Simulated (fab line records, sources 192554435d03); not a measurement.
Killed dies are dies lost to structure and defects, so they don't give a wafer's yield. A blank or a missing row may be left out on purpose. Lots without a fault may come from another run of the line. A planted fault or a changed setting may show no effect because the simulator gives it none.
fab line records | flow n5_finfet
record lots=6 wafers=18 last_day=17
route steps=1938 shown BEOL_M3@962 BEOL_M4@1111
lots that met no fault: from a run of the same line without faults
start_h: hours from the record's first day to the start of the lot's first wafer shown | wait_h: hours since the lot's step before | " the same as in the row above | L1.1+2: a row that stands for several wafers | - no value, or no start given | * or withheld: withheld | < > ~ a bound
route shown NAME@n: a module of which the file shows steps, and the number in the route of the first | usual: mean/standard deviation of fault-free wafers | same: alike in all rows | chamber/n: place in a boat | sites: the reading at each site | _std_site: their standard deviation | _edge_site: outer sites' mean less inner sites' | radius_mm: how far each site lies from the wafer's centre | mask NAME#n: copy n | behind: the tool/chamber that last shaped the wafer | hold: why the lot was held/for how many hours/how that ended | device: the transistor (n, p or np) that didn't switch | end of line: the same wafers' tests at the end of the route | a step without rows: its recipe alone | killed: dies lost to structure and defects at the first sort, not the wafer's yield | map: a wafer's dies, x killed, . not, _ none there
set.NAME: the setting as run; set.NAME@STEP: as run at that earlier step | model.NAME: the simulator's own value behind a step, which no gauge read
lots at some steps of the route; a table a step, a row a wafer
services: from which hour (start_h, from the record's first day; less than 0 if before it) a tool's chamber was out of use, for how many hours, and why
## steps
# step N5_BEOL_M3_SOFTBAKE_23
# recipe temp_c=110 time_s=60 resist=CAR-EUV
# step N5_BEOL_M3_EXPOSE_25
# recipe mask_id=V2 na=0.33 source_shape=quasar sigma_inner=0.2 sigma_outer=0.8 polarization=unpolarized defocus_nm=5 dose_mj=63
# step N5_BEOL_M3_PEB_26
# recipe peb_temp_c=100 peb_time_s=60 resist=CAR-EUV
# step N5_BEOL_M3_DEVELOP_27
# recipe develop_time_s=30 developer=TMAH resist=CAR-EUV rinse_liquid=surfactant_rinse dry=air_spin dev_temp_c=23
# step N5_BEOL_M3_CD_MEAS_28
# recipe target_cd_nm=25.7 landing_energy_ev=500 detector=se_inlens target_cd_y_nm=23.3 polarity=opening
# usual cd_nm=25.74/0.23
# same landing_energy_ev=500
# columns lot.wafer tool chamber start_h wait_h cd_nm
L662.1 cd_sem-03 0 155.02 - 25.34
L662.2 " 0 " " 25.58
L662.6 " 0 " " 26.07
L668.2 cd_sem-01 0 185.88 - 25.92
L668.3 " 0 " " 26.16
L668.5 " 0 " " 25.77
L678.1 cd_sem-01 0 248.10 - 25.52
L678.2 " 0 " " 25.68
L678.3 " 0 " " 25.51
L679.2 cd_sem-02 0 253.57 - 25.93
L679.3 " 0 " " 25.61
L679.5 " 0 " " 25.59
L682.2 cd_sem-01 0 275.48 - 25.53
L682.5 " 0 " " 25.90
L682.6 " 0 " " 25.94
L684.2 cd_sem-03 0 286.24 - 26.22
L684.3 " 0 " " 25.92
L684.6 " 0 " " 25.72
# step N5_BEOL_M3_OVL_MEAS_29
# recipe points_per_wafer=522
# usual V2_OVL=-0.4/0.66
# columns lot.wafer tool chamber start_h wait_h V2_OVL[nm]
L662.1 overlay-02 0 155.05 0.0 0.5
L662.2 " 0 " " 0.8
L662.6 " 0 " " -0.3
L668.2 overlay-02 0 185.92 0.0 0.8
L668.3 " 0 " " 0.7
L668.5 " 0 " " 0.2
L678.1 overlay-01 0 248.13 0.0 0.1
L678.2 " 0 " " -1.6
L678.3 " 0 " " -0.4
L679.2 overlay-02 0 253.60 0.0 -0.9
L679.3 " 0 " " -0.8
L679.5 " 0 " " -0.2
L682.2 overlay-01 0 275.52 0.0 -0.6
L682.5 " 0 " " -0.4
L682.6 " 0 " " -0.9
L684.2 overlay-02 0 286.28 0.0 0.0
L684.3 " 0 " " -1.1
L684.6 " 0 " " -0.6
# step N5_BEOL_M3_INSPECT_30
# recipe mode=adi inspect_instrument=brightfield
# usual raw_defect_count=411/100
# columns lot.wafer tool chamber start_h wait_h raw_defect_count
L662.1 defect_inspect-01 - 155.36 0.3 559
L662.2 " - " " 432
L662.6 " - " " 360
L668.2 defect_inspect-01 - 185.97 0.0 379
L668.3 " - " " 263
L668.5 " - " " 399
L678.1 defect_inspect-02 - 248.19 0.1 310
L678.2 " - " " 321
L678.3 " - " " 438
L679.2 defect_inspect-02 - 253.65 0.0 394
L679.3 " - " " 698
L679.5 " - " " 386
L682.2 defect_inspect-01 - 275.57 0.0 341
L682.5 " - " " 331
L682.6 " - " " 270
L684.2 defect_inspect-01 - 286.33 0.0 373
L684.3 " - " " 409
L684.6 " - " " 382
# step N5_BEOL_M3_DESCUM_33
# recipe chemistry=O2 time_s=7 source_power_w=50 bias_power_w=20 pressure_mtorr=20 rf_frequency_hz=2.712e+07 temp_c=40 resist=CAR-EUV o2_flow_sccm=225
# usual drypump_motor_current_A=5.6/0.65 oes_product_au=0.79/0.085 rf_vpp_V=242.9/1.5 showerhead_plenum_p_Torr=2.07/0.093 throttle_valve_pct=20.35/0.17
# same time_s=7
# columns lot.wafer tool chamber start_h wait_h drypump_motor_current_A oes_product_au rf_hours_counter_h rf_vpp_V showerhead_plenum_p_Torr throttle_valve_pct
L662.1 rie_diel-05 0 155.40 0.0 4.7 0.88 30 241.9 2.04 20.12
L662.2 " 2 " " 6.2 0.72 166 241.4 2.01 20.61
L662.6 " 3 " " 6.8 0.77 - 241.9 2.00 20.36
L668.2 rie_diel-05 0 186.00 0.0 4.7 0.87 40 243.1 2.04 20.14
L668.3 " 3 " " 6.8 0.77 147 242.6 2.00 20.40
L668.5 " 0 " " 4.7 0.88 - 243.4 2.04 20.14
L678.1 rie_diel-05 1 248.23 0.0 6.0 0.93 14 241.9 2.06 20.38
L678.2 " 2 " " 6.2 0.71 196 240.9 2.00 20.66
L678.3 " 3 " " 6.8 0.75 168 242.9 1.99 20.43
L679.2 rie_diel-05 2 253.69 0.0 6.2 0.69 197 241.1 2.00 20.65
L679.3 " 1 " " 6.0 0.93 15 242.1 2.05 20.38
L679.5 " 3 " " 6.8 0.74 - 240.4 1.99 20.42
L682.2 rie_diel-03 3 275.60 0.0 5.2 0.74 155 239.9 1.92 20.23
L682.5 " 1 " " 5.4 0.72 - 242.8 2.16 20.36
L682.6 " 2 " " 5.1 0.73 - 244.1 2.18 20.38
L684.2 rie_diel-03 3 286.36 0.0 5.2 0.73 160 239.2 1.92 20.26
L684.3 " 0 " " 5.4 1.01 2 245.0 2.15 20.12
L684.6 " 3 " " 5.2 0.74 - 240.2 1.92 20.26
# step N5_BEOL_M3_ETCH_77
# recipe chemistry=N2/H2 target=underlayer target_depth_a=65 mask_material=CAR-EUV time_s=5.2 ion_energy_ev=200 pressure_mtorr=30 source_w=840 bias_w=150 n2_flow_sccm=200 h2_flow_sccm=200 ends=cleared
# usual bias_w=150.0/0.42 drypump_motor_current_A=5.6/0.65 etch_rf_on_time_s=5.15/0.091 oes_product_au=0.67/0.074 rf_fwd_power_W=819.0/2.4 rf_vpp_V=523/3.3 showerhead_plenum_p_Torr=2.52/0.11 throttle_valve_pct=17.78/0.19
# columns lot.wafer tool chamber start_h wait_h bias_w drypump_motor_current_A etch_rf_on_time_s oes_product_au rf_fwd_power_W rf_hours_counter_h rf_vpp_V showerhead_plenum_p_Torr throttle_valve_pct
L662.1 rie_diel-05 0 155.43 0.0 150.5 4.7 5.04 0.77 820.5 30 521 2.48 17.53
L662.2 " 2 " " 149.9 6.2 5.26 0.61 816.8 166 521 2.43 17.91
L662.6 " 3 " " 149.9 6.8 5.11 0.67 822.4 - 522 2.45 17.87
L668.2 rie_diel-05 0 186.04 0.0 149.8 4.7 5.14 0.75 816.3 40 522 2.48 17.57
L668.3 " 3 " " 149.9 6.8 5.17 0.66 815.9 147 522 2.45 17.85
L668.5 " 0 " " 149.5 4.7 5.11 0.74 818.9 - 522 2.48 17.57
L678.1 rie_diel-05 1 248.26 0.0 149.8 6.0 5.06 0.79 815.2 14 522 2.51 18.00
L678.2 " 2 " " 149.6 6.2 5.24 0.60 819.1 196 519 2.42 17.95
L678.3 " 3 " " 150.3 6.8 5.09 0.66 818.3 168 519 2.44 17.92
L679.2 rie_diel-05 2 253.72 0.0 149.4 6.2 5.31 0.58 820.0 197 522 2.42 17.96
L679.3 " 1 " " 149.7 6.0 5.19 0.78 819.4 15 523 2.50 17.95
L679.5 " 3 " " 149.8 6.8 5.18 0.64 818.9 - 521 2.44 17.92
L682.2 rie_diel-03 3 275.64 0.0 150.4 5.2 5.18 0.63 819.0 155 517 2.34 17.74
L682.5 " 1 " " 149.6 5.5 5.11 0.62 819.7 - 526 2.62 17.78
L682.6 " 2 " " 150.6 5.1 5.18 0.63 819.5 - 529 2.63 17.74
L684.2 rie_diel-03 3 286.40 0.0 150.2 5.2 5.27 0.62 818.9 160 517 2.34 17.73
L684.3 " 0 " " 150.4 5.4 4.92 0.85 822.8 2 528 2.60 17.52
L684.6 " 3 " " 150.7 5.2 5.27 0.63 818.0 - 517 2.34 17.71
# step N5_BEOL_M3_ETCH_69
# recipe chemistry=CF4 target=SiARC target_depth_a=156 mask_material=CAR-EUV time_s=26 ion_energy_ev=80 pressure_mtorr=40 source_w=545 bias_w=36 Ar_flow_sccm=100 cf4_flow_sccm=100 ends=cleared
# usual bias_w=36.00/0.12 drypump_motor_current_A=5.6/0.66 etch_rf_on_time_s=25.8/0.42 oes_product_au=0.68/0.074 rf_fwd_power_W=532.1/2.1 rf_vpp_V=183.9/1.3 showerhead_plenum_p_Torr=2.12/0.085 throttle_valve_pct=15.54/0.16
# columns lot.wafer tool chamber start_h wait_h bias_w drypump_motor_current_A etch_rf_on_time_s oes_product_au rf_fwd_power_W rf_hours_counter_h rf_vpp_V showerhead_plenum_p_Torr throttle_valve_pct
L662.1 rie_diel-05 0 155.45 0.0 35.97 4.7 25.4 0.76 530.4 30 183.1 2.10 15.36
L662.2 " 2 " " 36.25 6.2 26.6 0.61 533.3 166 181.3 2.05 15.72
L662.6 " 3 " " 36.04 6.8 25.7 0.66 527.6 - 182.9 2.06 15.64
L668.2 rie_diel-05 0 186.05 0.0 35.94 4.7 25.6 0.74 532.8 40 182.8 2.09 15.38
L668.3 " 3 " " 36.15 6.8 25.7 0.66 528.3 147 181.1 2.06 15.65
L668.5 " 0 " " 35.85 4.7 25.5 0.74 533.2 - 182.6 2.09 15.39
L678.1 rie_diel-05 1 248.28 0.0 36.32 6.0 25.6 0.79 533.2 14 184.6 2.10 15.44
L678.2 " 2 " " 36.09 6.2 26.1 0.61 529.9 196 182.8 2.04 15.78
L678.3 " 3 " " 36.08 6.8 25.6 0.65 531.2 168 182.6 2.06 15.69
L679.2 rie_diel-05 2 253.74 0.0 36.10 6.2 26.2 0.60 532.6 197 182.8 2.04 15.77
L679.3 " 1 " " 36.09 6.0 25.7 0.79 533.9 15 184.7 2.10 15.44
L679.5 " 3 " " 36.10 6.8 25.6 0.65 531.4 - 182.1 2.05 15.72
L682.2 rie_diel-03 3 275.65 0.0 35.93 5.2 26.0 0.64 530.0 155 181.0 1.98 15.53
L682.5 " 1 " " 36.05 5.5 25.8 0.62 532.1 - 184.7 2.20 15.54
L682.6 " 2 " " 36.17 5.2 26.0 0.62 534.9 - 184.5 2.21 15.57
L684.2 rie_diel-03 3 286.41 0.0 36.02 5.2 26.4 0.63 532.2 160 183.4 1.98 15.53
L684.3 " 0 " " 36.02 5.4 25.1 0.85 536.7 2 183.7 2.19 15.16
L684.6 " 3 " " 36.19 5.2 26.3 0.63 530.7 - 182.1 1.98 15.53
# step N5_BEOL_M3_ALD_98
# recipe material=SiO2 target_thk_a=25 temp_c=100 ald_precursor_family=BDEAS ald_co_reactant=O2-plasma pulse_time_s=1 co_reactant_pulse_time_s=1 purge_time_s=2 co_reactant_purge_time_s=2 ald_cycles=17 pressure_torr=2
# usual heater_power_w=74/8.1 precursor_pulse_height_rel=0.999/0.019 susceptor_temp_C=99.99/0.14
# columns lot.wafer tool chamber start_h wait_h heater_power_w precursor_pulse_height_rel susceptor_temp_C
L662.1 ald_sin-02 0 156.85 1.4 83 1.000 100.10
L662.2 " 3 " " 79 1.003 99.83
L662.6 " 3 " " 78 0.976 99.93
L668.2 ald_sin-04 1 187.16 1.1 76 0.998 99.95
L668.3 " 2 " " 71 0.957 100.02
L668.5 " 2 " " 69 1.006 99.93
L678.1 ald_sin-02 1 248.44 0.1 67 0.998 99.93
L678.2 " 3 " " 72 1.033 99.83
L678.3 " 0 " " 75 0.986 99.76
L679.2 ald_sin-04 3 253.82 0.1 62 1.012 99.94
L679.3 " 0 " " 84 0.967 100.19
L679.5 " 1 " " 75 1.021 100.21
L682.2 ald_sin-04 2 277.09 1.4 72 0.983 99.82
L682.5 " 1 " " 74 0.988 99.91
L682.6 " 2 " " 71 1.010 99.92
L684.2 ald_sin-04 0 287.30 0.9 85 1.003 99.96
L684.3 " 1 " " 74 0.994 100.05
L684.6 " 0 " " 87 0.996 99.93
# step N5_BEOL_M3_ETCHBACK_99
# recipe chemistry=CHF3 target=SiO2 target_depth_a=50 time_s=10.4 source_w=215 bias_w=47 Ar_flow_sccm=200 CHF3_flow_sccm=12 ion_energy_ev=100 pressure_mtorr=30
# usual bias_w=47.01/0.15 drypump_motor_current_A=5.7/0.63 oes_product_au=0.80/0.094 rf_vpp_V=239.9/2.3 showerhead_plenum_p_Torr=2.15/0.089 throttle_valve_pct=17.03/0.19
# same time_s=10.4
# columns lot.wafer tool chamber start_h wait_h bias_w drypump_motor_current_A oes_product_au rf_hours_counter_h rf_vpp_V showerhead_plenum_p_Torr throttle_valve_pct
L662.1 rie_diel-03 1 157.70 0.8 47.35 5.5 0.74 168 241.6 2.24 16.96
L662.2 " 0 " " 46.87 5.4 0.70 222 243.6 2.21 16.99
L662.6 " 0 " " 47.11 5.4 0.71 - 243.2 2.21 16.97
L668.2 rie_diel-05 3 188.63 1.4 47.16 6.8 0.77 148 236.2 2.07 17.17
L668.3 " 2 " " 46.89 6.2 0.71 176 238.6 2.05 17.21
L668.5 " 2 " " 46.76 6.2 0.71 - 237.3 2.05 17.20
L678.1 rie_diel-05 0 251.34 2.8 47.11 4.7 0.85 61 238.6 2.10 16.92
L678.2 " 3 " " 46.98 6.8 0.74 168 235.6 2.07 17.19
L678.3 " 1 " " 46.96 6.0 0.93 14 243.6 2.10 16.90
L679.2 rie_diel-05 0 253.96 0.1 47.17 4.7 0.84 62 238.5 2.10 16.90
L679.3 " 2 " " 47.00 6.2 0.70 197 238.3 2.05 17.23
L679.5 " 3 " " 47.21 6.8 0.75 - 237.3 2.07 17.19
L682.2 rie_diel-01 3 277.21 0.1 47.20 4.9 0.90 26 240.4 2.21 16.76
L682.5 " 0 " " 46.81 6.0 0.96 - 241.8 2.19 16.88
L682.6 " 3 " " 46.92 4.9 0.91 - 240.7 2.21 16.76
L684.2 rie_diel-01 1 289.46 2.1 46.92 5.8 0.85 69 242.2 2.27 16.92
L684.3 " 0 " " 46.93 6.0 0.94 23 240.4 2.19 16.90
L684.6 " 2 " " 47.12 6.4 0.73 - 240.2 2.22 17.44
# step N5_BEOL_M3_ETCH_70
# recipe chemistry=N2/H2 target=SOC target_depth_a=800 overetch_a=160 mask_material=SiARC temp_c=40 time_s=120 ion_energy_ev=200 pressure_mtorr=30 source_w=840 bias_w=150 n2_flow_sccm=200 h2_flow_sccm=200
# usual bias_w=150.0/0.46 drypump_motor_current_A=5.7/0.62 oes_product_au=0.61/0.066 rf_fwd_power_W=835/3 rf_vpp_V=524/3.1 showerhead_plenum_p_Torr=2.54/0.11 throttle_valve_pct=17.78/0.22
# same time_s=120
# columns lot.wafer tool chamber start_h wait_h bias_w drypump_motor_current_A oes_product_au rf_fwd_power_W rf_hours_counter_h rf_vpp_V showerhead_plenum_p_Torr throttle_valve_pct model.SiARC_of_BEOL_M3_COAT_68.thk_nm
L662.1 rie_diel-03 1 157.74 0.0 149.9 5.5 0.56 833 168 527 2.64 17.68 6.4
L662.2 " 0 " " 150.1 5.4 0.55 836 222 526 2.61 17.83 6.4
L662.6 " 0 " " 150.5 5.3 0.55 834 - 525 2.61 17.84 6.4
L668.2 rie_diel-05 3 188.66 0.0 149.9 6.8 0.58 830 148 520 2.45 17.85 6.4
L668.3 " 2 " " 149.7 6.2 0.55 839 176 521 2.43 17.87 6.6
L668.5 " 2 " " 149.8 6.2 0.55 835 - 520 2.43 17.88 6.6
L678.1 rie_diel-05 0 251.37 0.0 149.3 4.7 0.64 627 61 573 2.47 17.56 7
L678.2 " 3 " " 148.9 6.8 0.58 628 168 570 2.44 17.87 7.2
L678.3 " 1 " " 150.6 6.0 0.70 637 14 571 2.50 17.93 7
L679.2 rie_diel-05 0 254.00 0.0 150.7 4.7 0.64 631 62 572 2.47 17.58 7.2
L679.3 " 2 " " 150.0 6.2 0.54 635 197 570 2.42 17.91 7.4
L679.5 " 3 " " 150.3 6.8 0.57 636 - 570 2.44 17.87 7.2
L682.2 rie_diel-01 3 277.25 0.0 149.5 4.9 0.68 839 26 524 2.60 17.43 6.2
L682.5 " 0 " " 149.5 6.0 0.72 835 - 527 2.61 17.69 6.2
L682.6 " 3 " " 149.2 4.9 0.68 831 - 526 2.60 17.44 6.2
L684.2 rie_diel-01 1 289.49 0.0 149.5 5.8 0.66 841 69 528 2.68 17.59 6.4
L684.3 " 0 " " 149.4 6.0 0.71 843 23 525 2.60 17.68 6.2
L684.6 " 2 " " 150.3 6.3 0.55 838 - 526 2.63 18.31 6.4
# step N5_BEOL_M3_STRIP_71
# recipe chemistry=N2/H2 temp_c=40 n2_flow_sccm=200 h2_flow_sccm=200 rf_frequency_hz=6e+07
# step N5_BEOL_M4_RC_MEAS_101
# usual DIBL_N=36.3/1 DIBL_P=36.2/1.4 IOFF_N=0.157/0.021 IOFF_P=0.206/0.025 ION_N=673/9 ION_P=461/6.4 SS_N=71.5/0.5 SS_P=73.2/0.47 VT_N=249.9/2.4 VT_P=-250.6/2.9
# columns lot.wafer tool chamber start_h wait_h DIBL_N[mV/V] DIBL_P[mV/V] IOFF_N[nA/um] IOFF_P[nA/um] ION_N[uA/um] ION_P[uA/um] SS_N[mV/dec] SS_P[mV/dec] VT_N[mV] VT_P[mV]
L662.1 prober-01 0 173.24 0.0 37.1 36.7 0.159 0.207 667 459 71.2 73.3 249.3 -251.0
L662.2 " 0 " " 36.7 35.9 0.154 0.192 669 457 71.2 73.5 252.6 -253.4
L662.6 " 0 " " 35.7 35.5 0.141 0.186 680 465 70.9 73.5 251.5 -252.5
L668.2 prober-01 0 205.92 0.2 35.4 36.7 0.171 0.242 685 475 71.3 73.3 246.4 -247.5
L668.3 " 0 " " 35.2 36.4 0.175 0.233 681 466 71.3 73.0 248.7 -247.1
L668.5 " 0 " " 36.5 37.6 0.194 0.253 675 463 73.0 73.9 245.6 -245.2
L678.1 prober-02 0 268.33 0.0 35.8 37.4 0.156 0.204 668 457 71.8 73.7 249.6 -252.1
L678.2 " 0 " " 36.3 37.3 0.171 0.208 682 462 71.4 72.8 248.6 -249.7
L678.3 " 0 " " 36.2 36.7 0.161 0.196 676 461 71.2 72.6 249.1 -251.0
L679.2 prober-01 0 271.26 0.2 36.2 35.9 0.151 0.209 676 466 71.1 72.9 249.4 -249.9
L679.3 " 0 " " 36.5 36.0 0.153 0.212 676 463 71.5 72.7 250.3 -248.4
L679.5 " 0 " " 36.6 36.2 0.152 0.218 670 466 71.2 73.3 250.0 -247.1
L682.2 prober-01 0 289.31 0.2 37.5 36.1 0.166 0.236 683 470 72.1 72.6 248.3 -246.5
L682.5 " 0 " " 37.4 35.7 0.164 0.234 678 463 71.5 73.8 250.8 -245.9
L682.6 " 0 " " 36.6 35.1 0.152 0.210 675 463 70.4 73.3 249.1 -250.4
L684.2 prober-02 0 306.72 0.2 35.5 37.7 0.165 0.194 679 464 71.2 73.0 245.6 -249.8
L684.3 " 0 " " 37.6 40.5 0.204 0.238 683 466 72.0 74.0 246.8 -250.4
L684.6 " 0 " " 36.9 40.0 0.204 0.231 686 463 71.8 74.2 245.4 -250.8
## services
# columns tool chamber start_h hours kind
rie_diel-01 3 132.83 3.4 repair
rie_diel-03 - 137.82 2.8 pm
ald_sin-04 - 139.20 1.7 repair
rie_diel-01 0 171.33 5.5 repair
rie_diel-01 3 177.07 - clean
rie_diel-01 3 177.07 - consumable_replace:focus_ring
rie_diel-01 3 177.07 20.5 scheduled_down
rie_diel-01 3 177.07 20.5 vent_cycle
ald_sin-02 - 177.74 14.0 pm
rie_diel-05 1 180.70 - clean
rie_diel-05 1 180.70 - consumable_replace:focus_ring
rie_diel-05 1 180.70 22.6 scheduled_down
rie_diel-05 1 180.70 22.6 vent_cycle
rie_diel-01 0 197.61 - clean
rie_diel-01 - 202.49 2.8 pm
ald_sin-02 2 229.60 3.7 repair
rie_diel-01 2 247.19 13.3 repair
rie_diel-03 2 251.67 11.3 repair
rie_diel-03 0 263.00 - clean
rie_diel-03 0 263.00 - consumable_replace:focus_ring
rie_diel-03 0 263.00 18.7 scheduled_down
rie_diel-03 0 263.00 18.7 vent_cycle
rie_diel-01 2 276.08 10.4 repair
ald_sin-02 - 279.72 1.2 repair
## key
first_sign step=N5_BEOL_M3_ETCH_70 reading=rf_fwd_power_W direction=down sigmas=67 usual=* struck=*
effect step=N5_BEOL_M3_ETCH_70 reading=rf_vpp_V direction=up sigmas=15 usual=524 struck=571
model_effect step=N5_BEOL_M3_ETCH_70 value=SiARC_of_BEOL_M3_COAT_68.thk_nm without=6.333 struck=7.167
met_at N5_BEOL_M3_ETCH_70
struck_wafers L678.1,L678.2,L678.3,L679.2,L679.3,L679.5
onset_between 188.66 251.37
fault kind=process_parameter_drift tool=rie_diel-05 chamber=- onset_h=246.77 steps=N5_BEOL_M3_ETCH_70 channel=source_w offset=-201.6 shape=step end_h=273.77 acts_in=these_recipes_only stated=840
